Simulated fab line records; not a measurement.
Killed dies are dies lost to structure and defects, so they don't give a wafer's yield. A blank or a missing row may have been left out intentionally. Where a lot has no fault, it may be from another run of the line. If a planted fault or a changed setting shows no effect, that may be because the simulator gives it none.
Comparing a struck lot with a sound one || flow n5-finfet || 14 steps out of a route of 1938
Sound: the wafers L882.2, L882.3, L882.6. Wafers L901.1, L901.2, L901.5 were the ones struck. The cause comes at the end.
Each step with rows lists, per side, the tool, then ch with its chambers, then its first start. Under that, the readings that differ: sound wafers || struck wafers || difference of the means || sigmas: that difference in standard deviations of wafers without a fault.
alike: readings whose means differ by less than 2 such deviations, and words and numbers that are the same on both sides. not compared: withheld readings, readings that some wafer has no value for, bounds like >300 that may hide the same value, and numbers for which the record gives no deviation and whose values overlap.
A row with sigmas, a row that says differs or no value, or rows on one side alone: a step with any of these is where the two part. Numbers that don't overlap but have no deviation are shown without sigmas and don't part them. A reading that every wafer of one side lacks parts them only if that side has two wafers or more.

N5_BEOL_M14_STRIP_63: strips in O2.
  sound on rie-diel-05 ch 1,2,3; struck on rie-diel-02 ch 1,2,3
  alike: drypump-motor-current-A, oes-product-au, rf-vpp-V, showerhead-plenum-p-Torr, throttle-valve-pct
  not compared: rf-hours-counter-h
N5_BEOL_M14_STRIP_64: strips in O2.
  sound on rie-diel-05 ch 1,2,3; struck on rie-diel-02 ch 1,2,3
  alike: drypump-motor-current-A, oes-product-au, rf-vpp-V, showerhead-plenum-p-Torr, throttle-valve-pct
  not compared: rf-hours-counter-h
then, 2 steps without rows for these wafers: N5_BEOL_M14_STRIP_71 (strips in post etch residue remover, time 60 s); N5_BEOL_M14_SRD_72 (time 30 s, dry time 30 s).
N5_BEOL_M14_CD_MEAS_17: target cd 250 nm.
  sound on cd-sem-03 at day 11 02:11; struck on cd-sem-03 at day 16 09:02
{"reading": "cd-nm (nm)", "sound": "248.9 250.6 250.0", "struck": "253.9 254.3 254.1", "difference": "+4.3", "sigmas": "+2"}
then, 7 steps without rows for these wafers: N5_BEOL_M14_COAT_65 (time 60 s, resist thk 450 nm); N5_BEOL_M14_COAT_66 (time 60 s, resist thk 110 nm); N5_BEOL_M14_COAT_22 (resist thk 300 nm); N5_BEOL_M14_EBR_24; N5_BEOL_M14_SOFTBAKE_23 (time 60 s); N5_BEOL_M14_EXPOSE_25 (exposes mask M14, target cd 280 nm); N5_BEOL_M14_PEB_26 (peb time 90 s).
N5_BEOL_M14_DEVELOP_27: develop time 45 s.
  struck on litho-track-01, day 16 09:23; sound on litho-track-01 ch 0, day 11 02:24
  no value came back on the struck wafers for chill-plate-temp-C (C), develop-time-s (s); on the sound wafers chill-plate-temp-C (C) reads 23.09 22.87 23.05
{"reading": "model.coat_of_BEOL_M14_COAT_22.thk-nm (nm)", "sound": "287.2 286.8 286.8", "struck": "300.6 301 299.6", "difference": "+13.5", "sigmas": ""}
then, 1 step without rows for these wafers: N5_BEOL_M14_HARDBAKE_32 (time 120 s).

## WHERE THEY PART
At N5_BEOL_M14_CD_MEAS_17 first; at N5_BEOL_M14_DEVELOP_27 last (within this record only).

WHY: what the simulator had put in
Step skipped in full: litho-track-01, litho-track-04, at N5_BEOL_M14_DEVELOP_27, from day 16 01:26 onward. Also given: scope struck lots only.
